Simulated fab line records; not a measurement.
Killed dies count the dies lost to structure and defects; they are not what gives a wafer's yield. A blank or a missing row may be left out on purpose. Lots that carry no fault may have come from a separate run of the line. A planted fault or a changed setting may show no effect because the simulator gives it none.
Which tool did it? -- flow n5_finfet -- 18 wafers from 6 lots sampled at 2 of the route's 1938 steps

WHAT THE GAUGES READ, wafer by wafer
N5_MIM_TOP_LITHO_OVL_MEAS_11.
lot,measured,on,MIM_TOP_OVL (nm)
L541,day 13 13:45,overlay-02,-2 -12 -11
L544,day 14 09:05,overlay-02,-11 -2 -6
L545,day 14 13:57,overlay-01,-3 -3 -7
L547,day 14 19:26,overlay-02,-7 -10 1
L550,day 15 07:29,overlay-01,-6 -2 -2
L555,day 16 20:31,overlay-01,0 -2 -7

WHAT TOOL EACH LOT RAN ON (gives the tool, then ch and the chambers of the sampled wafers, and finally the start)
lot,N5_BEOL_M0_CVD_115
L541,"cvd_co-01 ch 0, day 6 04:01"
L544,"cvd_co-01 ch 0,1,2, day 6 22:28"
L545,"cvd_co-01 ch 0,1,2, day 7 06:05"
L547,"cvd_co-01 ch 0,1, day 7 15:41"
L550,"cvd_co-01 ch 0,1,2, day 8 12:22"
L555,"cvd_co-02 ch 0,1,2, day 9 20:02"
- N5_BEOL_M0_CVD_115: deposits Co from CCTBA/H2, time 120 s.

THE ANSWER, worked out from the rows above alone
Rule: what is usual is taken from the lots themselves. The widest of any qualifying gaps counts: lots, ordered by their means at a reading, are off when they make up no more than a third of the lots, leave a main group of 4 or more, and stand apart from it by 3 or more times the standard deviation of that group's means. A main group whose means are all the same, to the digits that the tables above print for the reading, isn't used. Also off: a lot with no number at a reading for which 4 or more lots have one. The other lots that the step has rows for count as sound.
No lot is off at any reading shown: from this, nothing can be told.

WHAT HAD BEEN PUT IN BY THE SIMULATOR
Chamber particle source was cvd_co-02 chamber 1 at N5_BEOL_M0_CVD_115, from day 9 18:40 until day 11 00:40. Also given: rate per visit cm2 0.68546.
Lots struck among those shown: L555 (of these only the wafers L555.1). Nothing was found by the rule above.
